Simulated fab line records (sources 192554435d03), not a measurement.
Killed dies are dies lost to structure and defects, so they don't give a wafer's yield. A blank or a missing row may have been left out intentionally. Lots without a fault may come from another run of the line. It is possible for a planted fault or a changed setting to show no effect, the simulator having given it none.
fab line records ; flow n5_finfet ; part 2 of 2: steps 26 to 30 of 30
record: lots: 5; wafers: 15; last_day: 17
route steps=1938 shown BEOL_M10@1528 BEOL_M11@1536
lots with no fault: from the same line, run without faults
start_h: hours from the record's first day to the start of the lot's first wafer shown ; wait_h: hours elapsed since this lot's preceding step ; " same as the row above ; L1.1+2: a row that stands for several wafers ; - no value, or no start given ; * or withheld: withheld ; < > ~ a bound
route shown NAME@n: NAME is a module with steps in the file, n the number in the route of the first one ; usual: mean/standard deviation of fault-free wafers ; same: alike in all rows ; chamber/n: place in a boat ; sites: per-site readings ; _std_site: standard deviation across them ; _edge_site: outer sites' mean less inner sites' ; radius_mm: how far each site lies from the wafer's centre ; mask NAME#n: copy n ; behind: the tool/chamber that last shaped the wafer ; hold: why the lot went on hold/how many hours it stayed there/how the hold came to an end ; device: names the non-switching transistor (n, p or np) ; end of line: the tests these same wafers got at the end of their route ; where a step has no rows: the recipe by itself ; killed: at the first sort, the dies lost to defects and structure; wafer yield is something else ; map: a wafer's dies, marking killed ones x, the rest . and places with no die _
set.NAME: the setting the step ran with; set.NAME@STEP: the setting that earlier step ran with ; model.NAME: the simulator's own value behind a step, which no gauge read
lots at selected steps of the route; one table per step, one row per wafer
services: from which hour (start_h, from the record's first day; less than 0 if before it) a tool's chamber was out of use, for how many hours, and why
== steps ==
step: N5_BEOL_M11_ETCH_61
recipe: chemistry: CF4; target: SiARC; target_depth_a: 390; mask_material: CAR-ArF; time_s: 65; ion_energy_ev: 80; pressure_mtorr: 40; source_w: 545; bias_w: 36; Ar_flow_sccm: 100; cf4_flow_sccm: 100; ends: cleared
usual: chamber_pressure_mTorr: 40.00/0.037; drypump_motor_current_A: 5.8/0.44; etch_rf_on_time_s: 65.5/1.3; oes_product_au: 0.63/0.056; rf_vpp_V: 183.9/1.2; showerhead_plenum_p_Torr: 2.14/0.075; throttle_valve_pct: 15.73/0.17
lot.wafer;tool;chamber;start_h;wait_h;chamber_pressure_mTorr;drypump_motor_current_A;etch_rf_on_time_s;oes_product_au;rf_hours_counter_h;rf_vpp_V;showerhead_plenum_p_Torr;throttle_valve_pct
L076.3;rie_diel-05;2;233.25;0.0;39.99;5.7;66.7;0.60;228;183.9;2.20;15.72
L076.4;rie_diel-05;1;233.25;0.0;40.06;5.7;67.3;0.60;189;183.1;2.05;16.02
L076.6;rie_diel-05;0;233.25;0.0;39.99;5.8;63.9;0.70;-;185.4;2.24;15.63
L086.2;rie_diel-05;2;297.71;0.0;39.90;5.6;67.4;0.59;246;182.7;2.19;15.74
L086.5;rie_diel-05;2;297.71;0.0;40.01;5.6;66.5;0.59;-;184.8;2.19;15.74
L086.6;rie_diel-05;1;297.71;0.0;39.96;5.7;67.6;0.59;-;182.5;2.04;16.06
L087.1;rie_diel-05;1;300.71;0.0;39.95;5.7;67.3;0.59;208;182.4;2.04;16.05
L087.5;rie_diel-05;0;300.71;0.0;39.98;5.9;64.5;0.69;-;184.3;2.24;15.65
L087.6;rie_diel-05;1;300.71;0.0;39.93;5.7;67.3;0.59;-;182.3;2.04;16.05
L090.4;rie_diel-02;0;326.56;0.0;39.98;5.7;63.9;0.60;206;184.0;2.13;15.66
L090.5;rie_diel-02;0;326.56;0.0;40.02;5.7;63.6;0.61;-;183.5;2.13;15.66
L090.6;rie_diel-02;1;326.56;0.0;39.98;6.2;65.4;0.59;-;183.3;2.20;15.77
L094.3;rie_diel-02;1;359.24;0.0;39.98;6.1;64.5;0.59;242;185.2;2.20;15.77
L094.4;rie_diel-02;0;359.24;0.0;39.95;5.7;63.4;0.59;-;184.3;2.13;15.68
L094.6;rie_diel-02;2;359.24;0.0;40.06;5.0;65.0;0.59;-;183.6;2.10;15.64
step: N5_BEOL_M11_ETCH_62
recipe: chemistry: N2/H2; target: SOC; target_depth_a: 1100; overetch_a: 220; mask_material: SiARC; temp_c: 40; time_s: 165; ion_energy_ev: 200; pressure_mtorr: 30; source_w: 840; bias_w: 150; n2_flow_sccm: 200; h2_flow_sccm: 200
usual: chamber_pressure_mTorr: 30.003/0.03; drypump_motor_current_A: 5.8/0.44; oes_product_au: 0.63/0.054; rf_vpp_V: 523.9/2.8; showerhead_plenum_p_Torr: 2.54/0.094; temp_c: 40.01/0.098; throttle_valve_pct: 17.92/0.18
lot.wafer;tool;chamber;start_h;wait_h;chamber_pressure_mTorr;drypump_motor_current_A;oes_product_au;rf_hours_counter_h;rf_vpp_V;showerhead_plenum_p_Torr;temp_c;throttle_valve_pct
L076.3;rie_diel-05;2;233.30;0.0;29.940;5.6;0.60;228;525.3;2.62;39.93;17.84
L076.4;rie_diel-05;1;233.30;0.0;29.997;5.7;0.60;189;520.4;2.41;39.90;18.29
L076.6;rie_diel-05;0;233.30;0.0;29.989;5.9;0.70;-;527.0;2.67;40.17;17.76
L086.2;rie_diel-05;2;297.76;0.0;29.983;5.6;0.60;246;525.9;2.61;40.17;17.88
L086.5;rie_diel-05;2;297.76;0.0;30.018;5.6;0.60;-;525.7;2.61;40.08;17.84
L086.6;rie_diel-05;1;297.76;0.0;29.993;5.7;0.59;-;522.2;2.41;39.79;18.31
L087.1;rie_diel-05;1;300.76;0.0;29.974;5.7;0.60;208;518.6;2.40;40.08;18.34
L087.5;rie_diel-05;0;300.76;0.0;30.022;5.9;0.67;-;526.4;2.66;39.88;17.78
L087.6;rie_diel-05;1;300.76;0.0;29.975;5.7;0.60;-;520.4;2.40;40.01;18.33
L090.4;rie_diel-02;0;326.61;0.0;30.034;5.7;0.59;206;523.0;2.51;39.93;17.77
L090.5;rie_diel-02;0;326.61;0.0;29.992;5.8;0.59;-;523.5;2.51;39.88;17.76
L090.6;rie_diel-02;1;326.61;0.0;29.932;6.2;0.59;-;524.5;2.58;40.11;17.70
L094.3;rie_diel-02;1;359.29;0.0;30.004;6.2;0.58;242;526.0;2.58;39.99;17.72
L094.4;rie_diel-02;0;359.29;0.0;30.034;5.7;0.59;-;523.6;2.51;39.90;17.79
L094.6;rie_diel-02;2;359.29;0.0;29.974;4.9;0.60;-;524.2;2.50;40.08;17.86
step: N5_BEOL_M11_STRIP_68
recipe: chemistry: N2/H2; temp_c: 40; n2_flow_sccm: 200; h2_flow_sccm: 200; rf_frequency_hz: 6e+07
lot.wafer;tool;chamber;start_h;wait_h
L076.3+4+6;rie_diel-05;2,1,0;233.44;0.1
L086.2+5+6;rie_diel-05;2,2,1;297.89;0.1
L087.1+5+6;rie_diel-05;1,0,1;300.90;0.1
L090.4+5+6;rie_diel-02;0,0,1;326.74;0.1
L094.3+4+6;rie_diel-02;1,0,2;359.43;0.1
step: N5_BEOL_M11_STRIP_67
recipe: chemistry: CF4; resist: SiARC; power_w: 300; bias_power_w: 75; pressure_mtorr: 50; cf4_flow_sccm: 150; rf_frequency_hz: 6e+07
usual: chamber_pressure_mTorr: 50.00/0.047; drypump_motor_current_A: 5.8/0.44; oes_product_au: 0.74/0.064; rf_vpp_V: 271.2/1.7; showerhead_plenum_p_Torr: 1.79/0.061; throttle_valve_pct: 13.72/0.17
lot.wafer;tool;chamber;start_h;wait_h;chamber_pressure_mTorr;drypump_motor_current_A;oes_product_au;rf_hours_counter_h;rf_vpp_V;showerhead_plenum_p_Torr;throttle_valve_pct
L076.3;rie_diel-05;2;233.45;0.0;50.06;5.6;0.72;228;273.0;1.83;13.69
L076.4;rie_diel-05;1;233.45;0.0;50.03;5.7;0.72;189;270.6;1.71;13.95
L076.6;rie_diel-05;0;233.45;0.0;49.93;5.9;0.82;-;272.6;1.87;13.58
L086.2;rie_diel-05;2;297.90;0.0;50.04;5.6;0.70;246;272.3;1.83;13.74
L086.5;rie_diel-05;2;297.90;0.0;50.04;5.6;0.70;-;272.7;1.83;13.72
L086.6;rie_diel-05;1;297.90;0.0;50.00;5.7;0.70;-;268.1;1.70;14.00
L087.1;rie_diel-05;1;300.91;0.0;49.97;5.7;0.71;208;269.8;1.70;14.02
L087.5;rie_diel-05;0;300.91;0.0;50.10;5.8;0.80;-;272.8;1.87;13.62
L087.6;rie_diel-05;1;300.91;0.0;49.99;5.7;0.71;-;269.0;1.70;14.01
L090.4;rie_diel-02;0;326.75;0.0;50.05;5.7;0.70;206;270.8;1.79;13.70
L090.5;rie_diel-02;0;326.75;0.0;50.01;5.7;0.70;-;270.5;1.79;13.69
L090.6;rie_diel-02;1;326.75;0.0;49.99;6.2;0.70;-;272.1;1.85;13.74
L094.3;rie_diel-02;1;359.44;0.0;50.03;6.1;0.69;242;273.4;1.84;13.79
L094.4;rie_diel-02;0;359.44;0.0;50.01;5.7;0.69;-;271.6;1.79;13.69
L094.6;rie_diel-02;2;359.44;0.0;50.03;4.9;0.69;-;269.7;1.76;13.65
step: N5_BEOL_M11_HM_OPEN_17
recipe: chemistry: Cl2/BCl3; target_depth_a: 200; overetch_a: 60; target: TiN; mask_material: SOC; ion_energy_ev: 150; pressure_mtorr: 10; icp_w: 1000; bias_w: 126; Cl2_flow_sccm: 53.25; bcl3_flow_sccm: 21.75; Ar_flow_sccm: 25
usual: bcl3_flow_sccm: 21.75/0.063; chamber_pressure_mTorr: 9.999/0.0096; drypump_motor_current_A: 5.9/0.36; he_backside_leak_sccm: 3.33/0.19; oes_product_au: 0.69/0.073; throttle_valve_pct: 22.10/0.24
lot.wafer;tool;chamber;start_h;wait_h;bcl3_flow_sccm;chamber_pressure_mTorr;drypump_motor_current_A;he_backside_leak_sccm;oes_product_au;rf_hours_counter_h;throttle_valve_pct
L076.3;rie_metal-01;1;233.52;0.1;21.63;9.988;6.1;3.57;0.72;-;22.40
L076.4;rie_metal-01;0;233.52;0.1;21.63;9.995;5.7;3.42;0.74;-;21.70
L076.6;rie_metal-01;0;233.52;0.1;21.59;10.016;5.7;3.24;0.74;-;21.71
L086.2;rie_metal-03;0;297.94;0.0;21.71;9.996;5.7;3.01;0.81;3;21.90
L086.5;rie_metal-03;0;297.94;0.0;21.84;10.003;5.6;3.21;0.80;-;21.92
L086.6;rie_metal-03;1;297.94;0.0;21.78;9.999;5.6;3.33;0.60;-;22.22
L087.1;rie_metal-01;0;300.95;0.0;21.80;9.993;5.7;3.09;0.73;18;21.69
L087.5;rie_metal-01;0;300.95;0.0;21.78;9.984;5.7;3.11;0.73;-;21.70
L087.6;rie_metal-01;1;300.95;0.0;21.63;10.004;6.1;3.51;0.71;-;22.39
L090.4;rie_metal-02;1;326.82;0.1;21.83;10.017;6.5;3.26;0.59;-;22.16
L090.5;rie_metal-02;0;326.82;0.1;21.78;9.992;6.3;3.23;0.71;-;22.25
L090.6;rie_metal-02;1;326.82;0.1;21.80;10.012;6.5;3.39;0.58;-;22.17
L094.3;rie_metal-03;1;359.51;0.1;21.73;10.007;5.5;3.59;0.59;-;22.24
L094.4;rie_metal-03;0;359.51;0.1;21.84;9.991;5.6;3.06;0.77;-;21.90
L094.6;rie_metal-03;0;359.51;0.1;21.84;9.979;5.6;2.99;0.77;-;21.91
== services ==
tool;chamber;start_h;hours;kind
arfi_scanner-01;-;213.09;1.0;pm
ecd_cu-01;-;219.68;0.6;repair
arfi_scanner-03;-;222.81;1.0;pm
pecvd-02;-;226.68;1.2;repair
rtp_anneal-02;-;226.70;4.6;pm
pecvd-04;-;229.27;2.6;repair
ecd_cu-01;-;231.28;7.0;pm
cmp-04;-;233.51;0.4;repair
uv_cure-03;-;238.00;2.1;pm
cmp-04;-;239.57;4.0;pm
rie_metal-01;-;249.72;2.8;pm
arfi_scanner-03;-;252.18;1.3;pm
arfi_scanner-03;-;253.58;1.0;pm
rie_metal-01;-;255.36;4.0;pm
pecvd-04;1;255.80;14.1;repair
arfi_scanner-01;-;259.87;1.0;repair
pvd_sputter-01;-;265.37;5.6;repair
cmp-04;-;265.77;0.9;repair
arfi_scanner-01;-;274.50;0.8;pm
arfi_scanner-03;-;277.45;4.9;pm
uv_cure-03;-;279.94;5.0;repair
arfi_scanner-01;-;288.21;0.8;pm
pecvd-02;-;307.51;5.5;pm
pecvd-02;-;337.70;3.3;repair
